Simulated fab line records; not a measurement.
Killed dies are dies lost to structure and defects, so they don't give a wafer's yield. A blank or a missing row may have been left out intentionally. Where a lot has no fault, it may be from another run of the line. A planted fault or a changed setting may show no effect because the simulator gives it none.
fab line records | flow n5-finfet
record: lots: 6 | wafers: 18 | last-day: 19
route steps=1938 shown BEOL_M8@1359
lots with no fault: from the same line, run without faults
start-h: start of the lot's first displayed wafer, in hours after the record's first day | wait-h: time in hours since the lot's previous step | " identical to the entry in the row above | L1.1+2: several wafers, shown together as one row | - no value present, or no start provided | * or withheld: withheld | < > ~ a bound
route shown NAME@n: NAME is a module with steps in the file, n the number in the route of the first one | usual: mean and standard deviation over wafers with no fault | same: alike in all rows | chamber/n: place in a boat | sites: readings site by site | _std_site: standard deviation of those values | _edge_site: inner sites' mean taken away from outer sites' mean | radius-mm: how far each site lies from the wafer's centre | mask NAME#n: copy n | behind: the tool/chamber that last shaped the wafer | hold: the reason the lot was held/the length of the hold in hours/how it ended | device: which transistor (n, p or np) failed to switch | end of line: the route-end tests of the same wafers | a step without rows: its recipe alone | killed: at the first sort, the dies lost to defects and structure; wafer yield is something else | map: a wafer's dies, x killed, . not, _ none there
set.NAME: the run value of the setting; set.NAME@STEP: its run value at that earlier step | model.NAME: the simulator's own value behind a step, which no gauge read
a table for each step, a row for each wafer; lots at some steps of the route
services: the hour from which a tool's chamber was out of use, counted from the record's first day as start-h (under 0 if before that day), plus the number of hours and why
== steps ==
step: N5_BEOL_M8_COAT_22
recipe: resist: CAR-EUV | spin-rpm: 1500 | resist-thk-nm: 30
step: N5_BEOL_M8_EBR_24
recipe: solvent: PGMEA | ebr-width-mm: 1.5
step: N5_BEOL_M8_SOFTBAKE_23
recipe: temp-c: 110 | time-s: 60 | resist: CAR-EUV
step: N5_BEOL_M8_EXPOSE_25
recipe: mask-id: V7 | na: 0.33 | source-shape: annular | sigma-inner: 0.4 | sigma-outer: 0.8 | polarization: unpolarized | target-cd-nm: 40 | dose-mj: 42.5
step: N5_BEOL_M8_PEB_26
recipe: peb-temp-c: 100 | peb-time-s: 60 | resist: CAR-EUV
step: N5_BEOL_M8_DEVELOP_27
recipe: develop-time-s: 30 | developer: TMAH | resist: CAR-EUV | rinse-liquid: surfactant-rinse | dry: air-spin | dev-temp-c: 23
step: N5_BEOL_M8_CD_MEAS_28
recipe: target-cd-nm: 40 | landing-energy-ev: 500 | detector: se-inlens
usual: cd-nm: 39.96/0.19
lot.wafer | tool      | chamber | start-h | wait-h | cd-nm
L818.2    | cd-sem-03 | 0       | 224.85  | -      | 39.92
L818.4    | "         | 0       | "       | "      | 39.70
L818.6    | "         | 0       | "       | "      | 40.06
L824.2    | cd-sem-02 | 0       | 261.73  | -      | 39.94
L824.4    | "         | 0       | "       | "      | 40.10
L824.6    | "         | 0       | "       | "      | 39.90
L826.1    | cd-sem-01 | 0       | 285.55  | -      | 40.04
L826.4    | "         | 0       | "       | "      | 40.18
L826.6    | "         | 0       | "       | "      | 39.94
L829.1    | cd-sem-01 | 0       | 289.08  | -      | 39.81
L829.5    | "         | 0       | "       | "      | 39.75
L829.6    | "         | 0       | "       | "      | 39.97
L832.3    | cd-sem-03 | 0       | 343.00  | -      | 39.73
L832.5    | "         | 0       | "       | "      | 39.57
L832.6    | "         | 0       | "       | "      | 40.00
L835.2    | cd-sem-03 | 0       | 372.58  | -      | 39.73
L835.4    | "         | 0       | "       | "      | 40.07
L835.5    | "         | 0       | "       | "      | 39.71
step: N5_BEOL_M8_OVL_MEAS_29
recipe: points-per-wafer: 522
usual: V7_OVL: 0.4/0.6
lot.wafer | tool       | chamber | start-h | wait-h | V7_OVL[nm]
L818.2    | overlay-01 | 0       | 224.90  | 0.0    | -1.0
L818.4    | "          | 0       | "       | "      | -0.2
L818.6    | "          | 0       | "       | "      | 0.3
L824.2    | overlay-01 | 0       | 261.77  | 0.0    | 1.5
L824.4    | "          | 0       | "       | "      | 0.6
L824.6    | "          | 0       | "       | "      | 1.0
L826.1    | overlay-02 | 0       | 285.58  | 0.0    | 0.2
L826.4    | "          | 0       | "       | "      | -0.3
L826.6    | "          | 0       | "       | "      | 0.3
L829.1    | overlay-02 | 0       | 289.11  | 0.0    | 0.6
L829.5    | "          | 0       | "       | "      | 1.7
L829.6    | "          | 0       | "       | "      | 1.2
L832.3    | overlay-02 | 0       | 343.04  | 0.0    | 0.9
L832.5    | "          | 0       | "       | "      | 0.7
L832.6    | "          | 0       | "       | "      | 0.4
L835.2    | overlay-01 | 0       | 372.62  | 0.0    | 1.3
L835.4    | "          | 0       | "       | "      | 1.1
L835.5    | "          | 0       | "       | "      | 1.2
step: N5_BEOL_M8_INSPECT_30
recipe: mode: adi | inspect-instrument: brightfield
usual: raw-defect-count: 431/100
lot.wafer | tool              | chamber | start-h | wait-h | raw-defect-count
L818.2    | defect-inspect-01 | -       | 224.95  | 0.0    | 329
L818.4    | "                 | -       | "       | "      | 455
L818.6    | "                 | -       | "       | "      | 412
L824.2    | defect-inspect-01 | -       | 261.82  | 0.0    | 382
L824.4    | "                 | -       | "       | "      | 490
L824.6    | "                 | -       | "       | "      | 498
L826.1    | defect-inspect-02 | -       | 285.64  | 0.1    | 354
L826.4    | "                 | -       | "       | "      | 413
L826.6    | "                 | -       | "       | "      | 330
L829.1    | defect-inspect-01 | -       | 289.17  | 0.1    | 354
L829.5    | "                 | -       | "       | "      | 399
L829.6    | "                 | -       | "       | "      | 322
L832.3    | defect-inspect-02 | -       | 343.09  | 0.0    | 397
L832.5    | "                 | -       | "       | "      | 400
L832.6    | "                 | -       | "       | "      | 342
L835.2    | defect-inspect-02 | -       | 372.67  | 0.0    | 337
L835.4    | "                 | -       | "       | "      | 399
L835.5    | "                 | -       | "       | "      | 523
step: N5_BEOL_M8_DESCUM_33
recipe: chemistry: O2 | time-s: 7 | source-power-w: 50 | bias-power-w: 20 | pressure-mtorr: 20 | rf-frequency-hz: 2.712e+07 | temp-c: 40 | resist: CAR-EUV | o2-flow-sccm: 225
usual: drypump-motor-current-A: 5.8/0.51 | oes-product-au: 0.80/0.083 | rf-vpp-V: 243.0/1 | showerhead-plenum-p-Torr: 2.08/0.045 | throttle-valve-pct: 20.47/0.26
lot.wafer | tool        | chamber | start-h | wait-h | drypump-motor-current-A | oes-product-au | rf-hours-counter-h | rf-vpp-V | showerhead-plenum-p-Torr | throttle-valve-pct
L818.2    | rie-diel-04 | 1       | 225.12  | 0.2    | 6.2                     | 0.97           | 5                  | 242.0    | 2.04                     | 20.15
L818.4    | "           | 3       | "       | "      | 5.5                     | 0.90           | 37                 | 244.8    | 2.13                     | 20.27
L818.6    | "           | 0       | "       | "      | 6.2                     | 0.92           | -                  | 244.6    | 2.14                     | 20.21
L824.2    | rie-diel-01 | 0       | 261.91  | 0.1    | 6.5                     | 0.82           | 83                 | 242.1    | 2.03                     | 20.38
L824.4    | "           | 1       | "       | "      | 5.6                     | 0.73           | 200                | 244.1    | 2.09                     | 20.72
L824.6    | "           | 0       | "       | "      | 6.5                     | 0.83           | -                  | 242.8    | 2.03                     | 20.37
L826.1    | rie-diel-04 | 0       | 285.84  | 0.2    | 6.2                     | 0.87           | 28                 | 243.6    | 2.13                     | 20.25
L826.4    | "           | 2       | "       | "      | 5.6                     | 0.68           | 219                | 242.5    | 2.07                     | 20.74
L826.6    | "           | 0       | "       | "      | 6.2                     | 0.88           | -                  | 244.4    | 2.13                     | 20.22
L829.1    | rie-diel-04 | 3       | 289.20  | 0.0    | 5.5                     | 0.85           | 58                 | 243.4    | 2.12                     | 20.30
L829.5    | "           | 1       | "       | "      | 6.2                     | 0.89           | -                  | 242.2    | 2.04                     | 20.17
L829.6    | "           | 0       | "       | "      | 6.2                     | 0.87           | -                  | 242.1    | 2.13                     | 20.25
L832.3    | rie-diel-01 | 0       | 343.12  | 0.0    | 6.5                     | 0.79           | 111                | 240.8    | 2.02                     | 20.41
L832.5    | "           | 0       | "       | "      | 6.5                     | 0.80           | -                  | 242.8    | 2.02                     | 20.42
L832.6    | "           | 1       | "       | "      | 5.6                     | 0.70           | -                  | 241.1    | 2.08                     | 20.78
L835.2    | rie-diel-04 | 1       | 372.70  | 0.0    | 6.2                     | 0.85           | 52                 | 242.8    | 2.03                     | 20.24
L835.4    | "           | 2       | "       | "      | 5.5                     | 0.66           | 242                | 243.1    | 2.06                     | 20.79
L835.5    | "           | 3       | "       | "      | 5.5                     | 0.82           | -                  | 241.1    | 2.11                     | 20.32
step: N5_BEOL_M8_ETCH_72
recipe: chemistry: N2/H2 | target: underlayer | target-depth-a: 65 | mask-material: CAR-EUV | time-s: 5.2 | ion-energy-ev: 200 | pressure-mtorr: 30 | source-w: 840 | bias-w: 150 | n2-flow-sccm: 200 | h2-flow-sccm: 200 | ends: cleared
usual: drypump-motor-current-A: 5.8/0.51 | etch-rf-on-time-s: 5.20/0.062 | n2-flow-sccm: 200.0/0.58 | oes-product-au: 0.68/0.069 | rf-fwd-power-W: 819.4/2.8 | rf-vpp-V: 523.7/2 | showerhead-plenum-p-Torr: 2.53/0.054 | throttle-valve-pct: 17.91/0.28
lot.wafer | tool        | chamber | start-h | wait-h | drypump-motor-current-A | etch-rf-on-time-s | n2-flow-sccm | oes-product-au | rf-fwd-power-W | rf-hours-counter-h | rf-vpp-V | showerhead-plenum-p-Torr | throttle-valve-pct
L818.2    | rie-diel-04 | 1       | 225.16  | 0.0    | 6.3                     | 5.12              | 201.2        | 0.81           | 820.0          | 5                  | 522.6    | 2.49                     | 17.57
L818.4    | "           | 3       | "       | "      | 5.5                     | 5.11              | 200.2        | 0.76           | 822.0          | 37                 | 524.5    | 2.60                     | 17.83
L818.6    | "           | 0       | "       | "      | 6.2                     | 5.20              | 200.2        | 0.77           | 817.2          | -                  | 527.0    | 2.60                     | 17.57
L824.2    | rie-diel-01 | 0       | 261.94  | 0.0    | 6.5                     | 5.18              | 200.1        | 0.71           | 819.8          | 83                 | 521.1    | 2.47                     | 17.82
L824.4    | "           | 1       | "       | "      | 5.7                     | 5.19              | 199.7        | 0.62           | 817.1          | 200                | 524.6    | 2.52                     | 18.14
L824.6    | "           | 0       | "       | "      | 6.5                     | 5.15              | 199.2        | 0.70           | 818.9          | -                  | 521.8    | 2.47                     | 17.83
L826.1    | rie-diel-04 | 0       | 285.88  | 0.0    | 6.2                     | 5.23              | 200.1        | 0.74           | 822.7          | 28                 | 524.6    | 2.60                     | 17.66
L826.4    | "           | 2       | "       | "      | 5.5                     | 5.34              | 200.2        | 0.58           | 819.7          | 219                | 524.0    | 2.51                     | 18.22
L826.6    | "           | 0       | "       | "      | 6.2                     | 5.17              | 200.2        | 0.75           | 821.6          | -                  | 528.3    | 2.60                     | 17.61
L829.1    | rie-diel-04 | 3       | 289.23  | 0.0    | 5.5                     | 5.20              | 199.9        | 0.73           | 817.9          | 58                 | 525.7    | 2.59                     | 17.85
L829.5    | "           | 1       | "       | "      | 6.2                     | 5.21              | 200.4        | 0.76           | 816.8          | -                  | 521.9    | 2.48                     | 17.62
L829.6    | "           | 0       | "       | "      | 6.2                     | 5.23              | 200.0        | 0.74           | 818.2          | -                  | 525.2    | 2.59                     | 17.64
L832.3    | rie-diel-01 | 0       | 343.16  | 0.0    | 6.5                     | 5.26              | 200.5        | 0.68           | 822.6          | 111                | 522.2    | 2.46                     | 17.87
L832.5    | "           | 0       | "       | "      | 6.5                     | 5.25              | 200.6        | 0.66           | 821.9          | -                  | 520.8    | 2.46                     | 17.86
L832.6    | "           | 1       | "       | "      | 5.6                     | 5.26              | 200.0        | 0.60           | 815.0          | -                  | 524.0    | 2.51                     | 18.20
L835.2    | rie-diel-04 | 1       | 372.74  | 0.0    | 6.2                     | 5.20              | 199.4        | 0.72           | 824.4          | 52                 | 522.6    | 2.47                     | 17.67
L835.4    | "           | 2       | "       | "      | 5.5                     | 5.30              | 201.1        | 0.57           | 820.4          | 242                | 523.5    | 2.50                     | 18.30
L835.5    | "           | 3       | "       | "      | 5.5                     | 5.16              | 199.9        | 0.70           | 822.9          | -                  | 526.1    | 2.58                     | 17.87
step: N5_BEOL_M8_ETCH_65
recipe: chemistry: CF4 | target: SiARC | target-depth-a: 156 | mask-material: CAR-EUV | time-s: 26 | ion-energy-ev: 80 | pressure-mtorr: 40 | source-w: 545 | bias-w: 36 | Ar_flow_sccm: 100 | cf4-flow-sccm: 100 | ends: cleared
usual: cf4-flow-sccm: 100.0/0.35 | drypump-motor-current-A: 5.8/0.51 | etch-rf-on-time-s: 26.1/0.31 | oes-product-au: 0.68/0.068 | rf-fwd-power-W: 532.4/2.2 | rf-vpp-V: 184.0/1 | showerhead-plenum-p-Torr: 2.13/0.044 | throttle-valve-pct: 15.65/0.26
lot.wafer | tool        | chamber | start-h | wait-h | cf4-flow-sccm | drypump-motor-current-A | etch-rf-on-time-s | oes-product-au | rf-fwd-power-W | rf-hours-counter-h | rf-vpp-V | showerhead-plenum-p-Torr | throttle-valve-pct
L818.2    | rie-diel-04 | 1       | 225.18  | 0.0    | 100.1         | 6.3                     | 25.8              | 0.81           | 530.4          | 5                  | 184.0    | 2.10                     | 15.35
L818.4    | "           | 3       | "       | "      | 100.3         | 5.5                     | 25.9              | 0.76           | 532.3          | 37                 | 185.1    | 2.19                     | 15.48
L818.6    | "           | 0       | "       | "      | 99.5          | 6.2                     | 26.0              | 0.77           | 532.0          | -                  | 183.3    | 2.19                     | 15.35
L824.2    | rie-diel-01 | 0       | 261.96  | 0.0    | 99.9          | 6.5                     | 26.2              | 0.70           | 528.0          | 83                 | 184.0    | 2.08                     | 15.54
L824.4    | "           | 1       | "       | "      | 100.1         | 5.6                     | 26.0              | 0.62           | 536.0          | 200                | 183.9    | 2.13                     | 15.85
L824.6    | "           | 0       | "       | "      | 100.5         | 6.5                     | 26.5              | 0.69           | 528.0          | -                  | 183.0    | 2.08                     | 15.55
L826.1    | rie-diel-04 | 0       | 285.89  | 0.0    | 99.7          | 6.2                     | 26.2              | 0.75           | 530.3          | 28                 | 185.3    | 2.18                     | 15.38
L826.4    | "           | 2       | "       | "      | 99.6          | 5.6                     | 26.4              | 0.58           | 536.1          | 219                | 184.5    | 2.12                     | 15.98
L826.6    | "           | 0       | "       | "      | 99.9          | 6.2                     | 26.3              | 0.74           | 532.4          | -                  | 184.8    | 2.18                     | 15.38
L829.1    | rie-diel-04 | 3       | 289.25  | 0.0    | 100.4         | 5.5                     | 25.9              | 0.73           | 531.2          | 58                 | 185.1    | 2.18                     | 15.54
L829.5    | "           | 1       | "       | "      | 100.1         | 6.2                     | 25.8              | 0.76           | 529.6          | -                  | 182.4    | 2.09                     | 15.39
L829.6    | "           | 0       | "       | "      | 100.1         | 6.2                     | 26.3              | 0.74           | 530.2          | -                  | 183.8    | 2.18                     | 15.38
L832.3    | rie-diel-01 | 0       | 343.17  | 0.0    | 100.2         | 6.5                     | 26.0              | 0.68           | 531.5          | 111                | 184.5    | 2.07                     | 15.60
L832.5    | "           | 0       | "       | "      | 100.2         | 6.5                     | 26.0              | 0.68           | 530.1          | -                  | 183.3    | 2.07                     | 15.60
L832.6    | "           | 1       | "       | "      | 99.3          | 5.7                     | 25.7              | 0.61           | 536.6          | -                  | 183.4    | 2.12                     | 15.91
L835.2    | rie-diel-04 | 1       | 372.75  | 0.0    | 100.4         | 6.2                     | 25.9              | 0.73           | 528.9          | 52                 | 183.5    | 2.09                     | 15.44
L835.4    | "           | 2       | "       | "      | 99.6          | 5.6                     | 26.8              | 0.57           | 535.6          | 242                | 183.2    | 2.11                     | 16.05
L835.5    | "           | 3       | "       | "      | 99.7          | 5.5                     | 26.0              | 0.70           | 531.2          | -                  | 185.3    | 2.17                     | 15.60
step: N5_BEOL_M8_ETCH_66
recipe: chemistry: N2/H2 | target: SOC | target-depth-a: 800 | overetch-a: 160 | mask-material: SiARC | temp-c: 40 | time-s: 120 | ion-energy-ev: 200 | pressure-mtorr: 30 | source-w: 840 | bias-w: 150 | n2-flow-sccm: 200 | h2-flow-sccm: 200
usual: drypump-motor-current-A: 5.8/0.51 | n2-flow-sccm: 200.0/0.59 | oes-product-au: 0.61/0.059 | rf-fwd-power-W: 835.7/2.7 | rf-vpp-V: 523.5/1.8 | showerhead-plenum-p-Torr: 2.53/0.054 | throttle-valve-pct: 17.87/0.28
lot.wafer | tool        | chamber | start-h | wait-h | drypump-motor-current-A | n2-flow-sccm | oes-product-au | rf-fwd-power-W | rf-hours-counter-h | rf-vpp-V | showerhead-plenum-p-Torr | throttle-valve-pct | model.SiARC_of_BEOL_M8_COAT_64.thk-nm | model.BEOL_M8.cd-nm
L818.2    | rie-diel-04 | 1       | 225.20  | 0.0    | 6.2                     | 199.2        | 0.72           | 830.4          | 5                  | 521.9    | 2.49                     | 17.56              | 6.4                                   | 40
L818.4    | "           | 3       | "       | "      | 5.5                     | 199.8        | 0.68           | 834.8          | 37                 | 526.2    | 2.60                     | 17.77              | 6.4                                   | 40
L818.6    | "           | 0       | "       | "      | 6.2                     | 199.6        | 0.70           | 839.0          | -                  | 524.5    | 2.60                     | 17.55              | 6.4                                   | 39.8
L824.2    | rie-diel-01 | 0       | 261.99  | 0.0    | 6.5                     | 200.5        | 0.63           | 834.7          | 83                 | 522.0    | 2.47                     | 17.79              | 6.4                                   | 39.8
L824.4    | "           | 1       | "       | "      | 5.7                     | 199.7        | 0.56           | 840.8          | 200                | 524.2    | 2.52                     | 18.10              | 6.4                                   | 39.8
L824.6    | "           | 0       | "       | "      | 6.5                     | 200.1        | 0.63           | 835.0          | -                  | 521.5    | 2.47                     | 17.76              | 6.4                                   | 39.6
L826.1    | rie-diel-04 | 0       | 285.92  | 0.0    | 6.2                     | 199.3        | 0.67           | 1040.1         | 28                 | 487.9    | 2.60                     | 17.59              | 5.6                                   | 40.6
L826.4    | "           | 2       | "       | "      | 5.6                     | 198.9        | 0.53           | 836.6          | 219                | 523.9    | 2.51                     | 18.19              | 6.6                                   | 39.8
L826.6    | "           | 0       | "       | "      | 6.2                     | 200.4        | 0.67           | 1038.2         | -                  | 488.5    | 2.60                     | 17.57              | 5.8                                   | 40.4
L829.1    | rie-diel-04 | 3       | 289.28  | 0.0    | 5.5                     | 199.6        | 0.65           | 837.2          | 58                 | 524.4    | 2.59                     | 17.80              | 6.4                                   | 39.8
L829.5    | "           | 1       | "       | "      | 6.3                     | 200.7        | 0.68           | 832.1          | -                  | 521.8    | 2.48                     | 17.59              | 6.4                                   | 40
L829.6    | "           | 0       | "       | "      | 6.2                     | 199.4        | 0.66           | 1037.8         | -                  | 489.5    | 2.59                     | 17.57              | 5.6                                   | 40.4
L832.3    | rie-diel-01 | 0       | 343.20  | 0.0    | 6.5                     | 201.0        | 0.61           | 837.2          | 111                | 519.8    | 2.46                     | 17.83              | 6.4                                   | 39.4
L832.5    | "           | 0       | "       | "      | 6.5                     | 200.1        | 0.61           | 837.1          | -                  | 520.4    | 2.46                     | 17.81              | 6.4                                   | 39.4
L832.6    | "           | 1       | "       | "      | 5.7                     | 199.9        | 0.55           | 834.4          | -                  | 522.1    | 2.51                     | 18.16              | 6.4                                   | 39.6
L835.2    | rie-diel-04 | 1       | 372.78  | 0.0    | 6.3                     | 199.7        | 0.65           | 835.1          | 52                 | 522.7    | 2.47                     | 17.62              | 6.4                                   | 40
L835.4    | "           | 2       | "       | "      | 5.6                     | 200.7        | 0.51           | 836.9          | 242                | 523.5    | 2.50                     | 18.23              | 6.6                                   | 39.8
L835.5    | "           | 3       | "       | "      | 5.5                     | 200.0        | 0.64           | 836.9          | -                  | 524.2    | 2.58                     | 17.85              | 6.4                                   | 39.6
step: N5_BEOL_M8_STRIP_69
recipe: chemistry: N2/H2 | temp-c: 40 | n2-flow-sccm: 200 | h2-flow-sccm: 200 | rf-frequency-hz: 6e+07
step: N5_BEOL_M8_STRIP_73
recipe: chemistry: N2/H2 | temp-c: 40 | n2-flow-sccm: 200 | h2-flow-sccm: 200 | rf-frequency-hz: 6e+07
step: N5_BEOL_M8_VIA_ETCH_34
recipe: chemistry: C4F6/O2 | target: SiCOH_lowk | target-depth-a: 1255 | mask-material: SOC | taper-deg: 4 | time-s: 50.5 | ion-energy-ev: 250 | pressure-mtorr: 30 | source-w: 345 | bias-w: 185 | Ar_flow_sccm: 300 | C4F6_flow_sccm: 10 | O2_flow_sccm: 10
usual: drypump-motor-current-A: 5.8/0.51 | oes-product-au: 0.80/0.082 | rf-fwd-power-W: 341.8/1.5 | rf-vpp-V: 667/7.5 | showerhead-plenum-p-Torr: 2.84/0.057 | throttle-valve-pct: 20.95/0.24
lot.wafer | tool        | chamber | start-h | wait-h | drypump-motor-current-A | oes-product-au | rf-fwd-power-W | rf-hours-counter-h | rf-vpp-V | showerhead-plenum-p-Torr | throttle-valve-pct | model.BEOL_M8.cd-nm
L818.2    | rie-diel-04 | 1       | 225.30  | 0.0    | 6.2                     | 0.96           | 339.1          | 5                  | 668      | 2.79                     | 20.69              | 40
L818.4    | "           | 3       | "       | "      | 5.5                     | 0.89           | 341.8          | 37                 | 669      | 2.91                     | 20.82              | 40
L818.6    | "           | 0       | "       | "      | 6.2                     | 0.92           | 341.9          | -                  | 676      | 2.91                     | 20.69              | 39.8
L824.2    | rie-diel-01 | 0       | 262.09  | 0.0    | 6.5                     | 0.81           | 340.1          | 83                 | 671      | 2.78                     | 20.90              | 39.8
L824.4    | "           | 1       | "       | "      | 5.6                     | 0.73           | 342.7          | 201                | 661      | 2.83                     | 21.11              | 39.8
L824.6    | "           | 0       | "       | "      | 6.5                     | 0.82           | 338.9          | -                  | 671      | 2.78                     | 20.91              | 39.8
L826.1    | rie-diel-04 | 0       | 286.02  | 0.0    | 6.2                     | 0.87           | 344.5          | 28                 | 673      | 2.90                     | 20.71              | 40.6
L826.4    | "           | 2       | "       | "      | 5.5                     | 0.68           | 342.8          | 219                | 661      | 2.83                     | 21.28              | 39.8
L826.6    | "           | 0       | "       | "      | 6.2                     | 0.86           | 343.0          | -                  | 675      | 2.90                     | 20.70              | 40.4
L829.1    | rie-diel-04 | 3       | 289.38  | 0.0    | 5.5                     | 0.85           | 342.4          | 58                 | 669      | 2.90                     | 20.85              | 40
L829.5    | "           | 1       | "       | "      | 6.2                     | 0.89           | 338.2          | -                  | 667      | 2.78                     | 20.72              | 40
L829.6    | "           | 0       | "       | "      | 6.2                     | 0.87           | 342.6          | -                  | 674      | 2.90                     | 20.72              | 40.4
L832.3    | rie-diel-01 | 0       | 343.30  | 0.0    | 6.5                     | 0.79           | 341.7          | 111                | 670      | 2.77                     | 20.93              | 39.2
L832.5    | "           | 0       | "       | "      | 6.4                     | 0.79           | 341.5          | -                  | 669      | 2.77                     | 20.95              | 39.6
L832.6    | "           | 1       | "       | "      | 5.6                     | 0.72           | 341.8          | -                  | 662      | 2.81                     | 21.17              | 39.8
L835.2    | rie-diel-04 | 1       | 372.88  | 0.0    | 6.3                     | 0.85           | 339.0          | 52                 | 668      | 2.77                     | 20.74              | 40
L835.4    | "           | 2       | "       | "      | 5.5                     | 0.66           | 343.6          | 242                | 662      | 2.82                     | 21.31              | 39.8
L835.5    | "           | 3       | "       | "      | 5.5                     | 0.82           | 343.1          | -                  | 668      | 2.89                     | 20.89              | 39.6
step: N5_BEOL_M8_STRIP_76
recipe: chemistry: C4F6/O2 | resist: SiARC | rf-frequency-hz: 6e+07
== services ==
tool        | chamber | start-h | hours | kind
rie-diel-01 | 2       | 204.69  | -     | clean
rie-diel-01 | 2       | 204.69  | -     | consumable-replace:focus-ring
rie-diel-01 | 2       | 204.69  | 23.2  | scheduled-down
rie-diel-01 | 2       | 204.69  | 23.2  | vent-cycle
rie-diel-04 | 0       | 214.62  | 7.9   | repair
rie-diel-04 | 2       | 287.32  | 7.5   | repair
rie-diel-04 | 2       | 308.08  | 5.8   | repair
rie-diel-04 | 2       | 326.28  | 1.8   | repair
== key ==
first-sign: step: N5_BEOL_M8_ETCH_66 | reading: rf-fwd-power-W | direction: up | sigmas: 75 | usual: * | struck: *
effect: step: N5_BEOL_M8_ETCH_66 | reading: rf-vpp-V | direction: down | sigmas: 19 | usual: 523.5 | struck: 488.6
model-effect: step: N5_BEOL_M8_ETCH_66 | value: SiARC_of_BEOL_M8_COAT_64.thk-nm | without: 6.4 | struck: 5.667
model-effect: step: N5_BEOL_M8_VIA_ETCH_34 | value: BEOL_M8.cd-nm | without: 39.93 | struck: 40.47
met-at N5_BEOL_M8_ETCH_66
struck-wafers L826.1,L826.6,L829.6
onset-between 225.20 285.92
fault: kind: process-parameter-drift | tool: rie-diel-04 | chamber: 0 | onset-h: 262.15 | steps: N5_BEOL_M8_ETCH_66 | channel: source-w | offset: 201.6 | shape: step | end-h: 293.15 | acts-in: these-recipes-only | stated: 840
